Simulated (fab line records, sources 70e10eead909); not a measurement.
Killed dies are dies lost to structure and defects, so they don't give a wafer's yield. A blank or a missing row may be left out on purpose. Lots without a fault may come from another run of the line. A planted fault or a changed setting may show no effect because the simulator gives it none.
Which tool did it? | flow nand_harc | 24 lots, 72 wafers sampled, at 5 steps of a route of 1302

WHAT THE GAUGES READ, wafer by wafer
NHARC_P_GATE_INSPECT_68. Usual: raw_defect_count 199, standard deviation 89.
lot  | measured     | on                | raw_defect_count | flag
L074 | day 5 16:22  | defect_inspect-02 | 151 184 172      |
L075 | day 6 06:52  | defect_inspect-01 | 232 228 184      |
L077 | day 6 21:41  | defect_inspect-02 | 162 155 128      |
L076 | day 6 22:33  | defect_inspect-01 | 174 197 142      |
L078 | day 7 23:59  | defect_inspect-02 | 169 111 111      |
L079 | day 8 00:46  | defect_inspect-02 | 504 479 296      |
L080 | day 8 10:14  | defect_inspect-02 | 242 203 181      |
L081 | day 8 16:34  | defect_inspect-02 | 134 128 127      |
L083 | day 9 09:58  | defect_inspect-02 | 116 267 271      |
L082 | day 9 11:04  | defect_inspect-01 | 187 339 202      |
L084 | day 10 07:53 | defect_inspect-01 | 262 156 327      |
L085 | day 10 12:05 | defect_inspect-02 | 172 205 309      |
L086 | day 11 20:20 | defect_inspect-01 | 131 82 135       |
L089 | day 11 21:02 | defect_inspect-01 | 139 361 177      |
L088 | day 11 21:31 | defect_inspect-01 | 122 163 154      |
L087 | day 12 02:29 | defect_inspect-02 | 173 307 379      |
L090 | day 12 22:03 | defect_inspect-02 | 311 165 195      |
L091 | day 13 00:02 | defect_inspect-02 | 189 163 128      |
L092 | day 13 13:16 | defect_inspect-01 | 214 126 140      |
L093 | day 14 01:13 | defect_inspect-02 | 140 122 214      |
L094 | day 14 12:11 | defect_inspect-01 | 170 90 131       |
L096 | day 14 20:01 | defect_inspect-02 | 250 140 210      |
L095 | day 14 20:47 | defect_inspect-02 | 219 178 205      |
L097 | day 15 08:15 | defect_inspect-02 | 156 79 215       |

NHARC_P_M0_OVL_MEAS_10: pitch 180 nm. Usual: overlay_x_nm 0.4 nm, standard deviation 0.92; overlay_y_nm 0.1 nm, standard deviation 0.79.
lot  | measured     | on         | overlay_x_nm (nm) | overlay_y_nm (nm) | flag
L074 | day 5 22:16  | overlay-01 | 1.1 1.1 1.8       | 1.6 1.3 1.5       |
L075 | day 6 13:08  | overlay-02 | -0.1 -0.4 -0.4    | 0.5 1.0 0.8       |
L077 | day 7 03:32  | overlay-01 | -2.5 -1.2 -2.1    | 0.8 0.5 1.6       |
L076 | day 7 04:49  | overlay-02 | 1.0 1.1 0.9       | 0.0 0.2 0.6       |
L078 | day 8 05:39  | overlay-01 | 0.3 0.6 0.0       | 0.6 0.7 0.9       |
L079 | day 8 06:38  | overlay-01 | -1.0 -1.4 -0.9    | 1.1 1.1 1.0       |
L080 | day 8 15:59  | overlay-01 | 2.0 2.2 2.2       | -0.1 -0.4 -0.4    |
L081 | day 8 22:29  | overlay-01 | 0.9 0.2 0.5       | -0.1 0.2 0.5      |
L083 | day 9 16:16  | overlay-01 | 0.3 0.0 -0.9      | -0.1 0.4 0.3      |
L082 | day 9 16:58  | overlay-01 | 1.3 1.2 1.2       | 1.5 1.1 1.3       |
L084 | day 10 13:41 | overlay-02 | 0.0 -0.3 0.1      | -0.5 -0.2 0.0     |
L085 | day 10 17:58 | overlay-02 | 0.7 1.2 1.3       | -0.2 -0.2 -0.6    |
L086 | day 12 01:57 | overlay-01 | 0.6 0.8 0.9       | -0.6 -0.8 -0.9    |
L089 | day 12 02:55 | overlay-01 | 0.9 1.2 1.1       | -1.0 -0.7 -1.3    |
L088 | day 12 03:55 | overlay-01 | 0.2 0.6 0.4       | 0.8 0.2 0.3       |
L087 | day 12 09:35 | overlay-01 | 0.4 0.3 0.5       | -1.6 -1.4 -1.0    |
L090 | day 13 03:56 | overlay-02 | 0.0 0.4 0.5       | -0.2 -0.6 -1.0    |
L091 | day 13 06:02 | overlay-02 | 0.4 0.2 0.0       | -1.4 -0.9 -1.2    |
L092 | day 13 19:10 | overlay-02 | 1.4 1.0 1.0       | -0.5 0.1 -0.7     |
L093 | day 14 07:05 | overlay-02 | 0.8 1.0 1.1       | 0.3 1.0 0.5       |
L094 | day 14 18:07 | overlay-02 | -0.6 -0.6 -0.4    | 0.7 0.7 0.5       |
L096 | day 15 01:45 | overlay-02 | -0.2 0.1 0.3      | -0.1 -0.6 -0.4    |
L095 | day 15 02:22 | overlay-02 | -0.9 0.0 -0.8     | 0.2 0.6 -0.6      |
L097 | day 15 14:10 | overlay-02 | -0.3 -0.5 -0.9    | 0.2 -0.2 0.0      |

NHARC_P_M0_INSPECT_11. Usual: raw_defect_count 4.3, standard deviation 2.6.
lot  | measured     | on                | raw_defect_count | flag
L074 | day 5 22:19  | defect_inspect-01 | 6 1 2            |
L075 | day 6 13:11  | defect_inspect-01 | 5 7 2            |
L077 | day 7 03:34  | defect_inspect-02 | 3 1 1            |
L076 | day 7 04:50  | defect_inspect-01 | 10 9 7           |
L078 | day 8 05:41  | defect_inspect-02 | 8 5 3            |
L079 | day 8 06:40  | defect_inspect-01 | 0 7 5            |
L080 | day 8 16:01  | defect_inspect-01 | 8 3 4            |
L081 | day 8 22:32  | defect_inspect-01 | 2 6 6            |
L083 | day 9 16:17  | defect_inspect-01 | 1 3 2            |
L082 | day 9 17:01  | defect_inspect-02 | 4 3 3            |
L084 | day 10 13:43 | defect_inspect-02 | 2 3 2            |
L085 | day 10 18:01 | defect_inspect-01 | 3 4 4            |
L086 | day 12 01:59 | defect_inspect-01 | 5 3 9            |
L089 | day 12 02:58 | defect_inspect-02 | 4 7 11           |
L088 | day 12 03:58 | defect_inspect-02 | 7 3 2            |
L087 | day 12 09:37 | defect_inspect-01 | 7 9 3            |
L090 | day 13 03:59 | defect_inspect-01 | 8 5 2            |
L091 | day 13 06:04 | defect_inspect-02 | 1 3 2            |
L092 | day 13 19:12 | defect_inspect-02 | 4 1 2            |
L093 | day 14 07:08 | defect_inspect-01 | 3 4 8            |
L094 | day 14 18:09 | defect_inspect-01 | 2 3 5            |
L096 | day 15 01:47 | defect_inspect-02 | 4 4 3            |
L095 | day 15 02:25 | defect_inspect-01 | 2 3 7            |
L097 | day 15 14:12 | defect_inspect-01 | 5 3 3            |

WHICH TOOL RAN EACH LOT (tool, then ch and the chambers of the sampled wafers, then the start)
lot  | NHARC_P_CONTACT_DEP_00                     | NHARC_P_CONTACT_ETCH_36
L074 | pecvd-04 ch 0,2, day 5 22:16 or earlier    | rie_diel-11 ch 1,2,3, day 5 22:16 or earlier
L075 | pecvd-02 ch 0,1,2, day 6 09:02 or earlier  | rie_diel-10 ch 0,2, day 6 09:02
L077 | pecvd-02 ch 0,1,2, day 7 03:32 or earlier  | rie_diel-11 ch 0,1,3, day 7 03:32 or earlier
L076 | pecvd-02 ch 0,1,2, day 7 04:49 or earlier  | rie_diel-06 ch 0,1,2, day 7 04:49 or earlier
L078 | pecvd-02 ch 0,2, day 8 05:39 or earlier    | rie_diel-11 ch 0,1,2, day 8 05:39 or earlier
L079 | pecvd-04 ch 1,2, day 8 06:38 or earlier    | rie_diel-10 ch 1,2,3, day 8 06:38 or earlier
L080 | pecvd-02 ch 0,1,2, day 8 15:59 or earlier  | rie_diel-11 ch 0,1,2, day 8 15:59 or earlier
L081 | pecvd-04 ch 0,1,2, day 8 22:29 or earlier  | rie_diel-11 ch 0,3, day 8 22:29 or earlier
L083 | pecvd-01 ch 1,2, day 9 16:16 or earlier    | rie_diel-10 ch 0,1,3, day 9 16:16 or earlier
L082 | pecvd-04 ch 0,1,2, day 9 16:58 or earlier  | rie_diel-06 ch 1,3, day 9 16:58 or earlier
L084 | pecvd-02 ch 0,1,2, day 10 13:41 or earlier | rie_diel-10 ch 1,2,3, day 10 13:41 or earlier
L085 | pecvd-01 ch 0,1,2, day 10 17:58 or earlier | rie_diel-06 ch 0,2,3, day 10 17:58 or earlier
L086 | pecvd-02 ch 0,1, day 12 01:57 or earlier   | rie_diel-06 ch 0,1,2, day 12 01:57 or earlier
L089 | pecvd-04 ch 0,2, day 12 02:55 or earlier   | rie_diel-10 ch 1,2, day 12 02:55 or earlier
L088 | pecvd-02 ch 0,2, day 12 03:55 or earlier   | rie_diel-06 ch 0,2, day 12 03:55 or earlier
L087 | pecvd-04 ch 0,1,2, day 12 09:35 or earlier | rie_diel-10 ch 0,1,3, day 12 09:35 or earlier
L090 | pecvd-04 ch 0,1,2, day 13 03:56 or earlier | rie_diel-10 ch 0,2, day 13 03:56 or earlier
L091 | pecvd-02 ch 0,1, day 13 06:02 or earlier   | rie_diel-06 ch 0,1, day 13 06:02 or earlier
L092 | pecvd-02 ch 0,1,2, day 13 19:10 or earlier | rie_diel-11 ch 1,2,3, day 13 19:10 or earlier
L093 | pecvd-04 ch 0,1,2, day 14 07:05 or earlier | rie_diel-11 ch 1,2,3, day 14 07:05 or earlier
L094 | pecvd-04 ch 0,1,2, day 14 18:07 or earlier | rie_diel-11 ch 0,1,3, day 14 18:07 or earlier
L096 | pecvd-04 ch 1,2, day 15 01:45 or earlier   | rie_diel-06 ch 0,2, day 15 01:45 or earlier
L095 | pecvd-04 ch 0,1,2, day 15 02:22 or earlier | rie_diel-11 ch 1,2,3, day 15 02:22 or earlier
L097 | pecvd-02 ch 0,2, day 15 14:10 or earlier   | rie_diel-11 ch 0,1, day 15 14:10 or earlier
- NHARC_P_CONTACT_DEP_00: deposits SiO2, target thk 500 nm.
- NHARC_P_CONTACT_ETCH_36: etches the open film in N2/H2, target depth 260 nm, time 406.25 s.

WHAT THE TOOLS THEMSELVES READ (means of the sampled wafers that have a number; where no wafer has one, the mark that the record gives instead)
NHARC_P_CONTACT_DEP_00. Usual: heater_power_w 496 W, standard deviation 71; throttle_valve_pct 16.2 %, standard deviation 0.46.
lot  | tool     | heater_power_w (W) | throttle_valve_pct (%) | flag
L074 | pecvd-04 | 484                | 16.2                   |
L075 | pecvd-02 | 481                | 16.1                   |
L077 | pecvd-02 | 492                | 16.2                   |
L076 | pecvd-02 | 489                | 16.2                   |
L078 | pecvd-02 | 508                | 16.1                   |
L079 | pecvd-04 | 462                | 16.3                   |
L080 | pecvd-02 | 473                | 16.3                   |
L081 | pecvd-04 | 524                | 16.4                   |
L083 | pecvd-01 | 566                | 15.4                   |
L082 | pecvd-04 | 474                | 16.6                   |
L084 | pecvd-02 | 443                | 16.4                   |
L085 | pecvd-01 | 586                | 15.6                   |
L086 | pecvd-02 | 469                | 16.0                   |
L089 | pecvd-04 | 491                | 16.9                   |
L088 | pecvd-02 | 530                | 16.2                   |
L087 | pecvd-04 | 515                | 16.7                   |
L090 | pecvd-04 | 493                | 16.3                   |
L091 | pecvd-02 | 433                | 16.0                   |
L092 | pecvd-02 | 509                | 15.8                   |
L093 | pecvd-04 | 493                | 16.3                   |
L094 | pecvd-04 | 474                | 16.5                   |
L096 | pecvd-04 | 484                | 16.3                   |
L095 | pecvd-04 | 473                | 16.3                   |
L097 | pecvd-02 | 529                | 16.3                   |

NHARC_P_CONTACT_ETCH_36. Usual: drypump_motor_current_A 5.7 A, standard deviation 0.49; oes_product_au 0.999 a.u., standard deviation 0.0071; rf_vpp_V 430.4 V, standard deviation 2.6; showerhead_plenum_p_Torr 2.04 Torr, standard deviation 0.092; throttle_valve_pct 14.170 %, standard deviation 0.0093.
lot  | tool        | drypump_motor_current_A (A) | oes_product_au (a.u.) | rf_vpp_V (V) | showerhead_plenum_p_Torr (Torr) | throttle_valve_pct (%) | flag
L074 | rie_diel-11 | 5.5                         | 0.994                 | 431.1        | 2.07                            | 14.178                 |
L075 | rie_diel-10 | 6.0                         | 1.001                 | 431.6        | 2.08                            | 14.173                 |
L077 | rie_diel-11 | 5.6                         | 1.002                 | 429.9        | 2.03                            | 14.171                 |
L076 | rie_diel-06 | 5.5                         | 1.001                 | 428.9        | 2.00                            | 14.167                 |
L078 | rie_diel-11 | 6.1                         | 0.997                 | 429.8        | 2.02                            | 14.166                 |
L079 | rie_diel-10 | 5.6                         | 1.003                 | 430.9        | 2.05                            | 14.173                 |
L080 | rie_diel-11 | 6.1                         | 1.003                 | 429.0        | 2.02                            | 14.162                 |
L081 | rie_diel-11 | 5.5                         | 0.996                 | 432.2        | 2.10                            | 14.172                 |
L083 | rie_diel-10 | 5.8                         | 0.999                 | 431.5        | 2.13                            | 14.179                 |
L082 | rie_diel-06 | 5.7                         | 0.998                 | 428.2        | 1.99                            | 14.162                 |
L084 | rie_diel-10 | 5.6                         | 0.992                 | 430.8        | 2.04                            | 14.174                 |
L085 | rie_diel-06 | 5.5                         | 0.998                 | 430.5        | 2.04                            | 14.174                 |
L086 | rie_diel-06 | 5.5                         | 0.991                 | 428.6        | 2.00                            | 14.173                 |
L089 | rie_diel-10 | 5.5                         | 0.988                 | 429.5        | 1.99                            | 14.166                 |
L088 | rie_diel-06 | 5.4                         | 1.002                 | 430.2        | 2.02                            | 14.161                 |
L087 | rie_diel-10 | 5.8                         | 0.989                 | 432.3        | 2.12                            | 14.166                 |
L090 | rie_diel-10 | 6.0                         | 0.999                 | 430.9        | 2.08                            | 14.172                 |
L091 | rie_diel-06 | 5.7                         | 1.000                 | 427.0        | 1.92                            | 14.180                 |
L092 | rie_diel-11 | 5.5                         | 1.005                 | 430.8        | 2.07                            | 14.160                 |
L093 | rie_diel-11 | 5.6                         | 1.002                 | 430.5        | 2.07                            | 14.170                 |
L094 | rie_diel-11 | 5.6                         | 0.994                 | 430.1        | 2.02                            | 14.166                 |
L096 | rie_diel-06 | 5.4                         | 0.999                 | 431.3        | 2.07                            | 14.161                 |
L095 | rie_diel-11 | 5.5                         | 1.002                 | 430.7        | 2.06                            | 14.172                 |
L097 | rie_diel-11 | 6.2                         | 0.998                 | 429.2        | 1.97                            | 14.169                 |

THE ANSWER, worked out from the rows above alone
Rule: a lot is off if the mean of its wafers that have a number lies more than 3 standard deviations from the usual mean. A lot without any number at a reading at which 4 lots or more have one is off too. The other lots that the step has rows for count as sound. The gauges are gone through in route order, then the tools' own readings, and for those a lot's mean is taken as printed above. The first step at which some lot is off is used, and at that step the reading that is off furthest; a lot without a number counts as furthest.
No lot is off at any reading shown: from this, nothing can be told.

WHAT THE SIMULATOR HAD PUT IN
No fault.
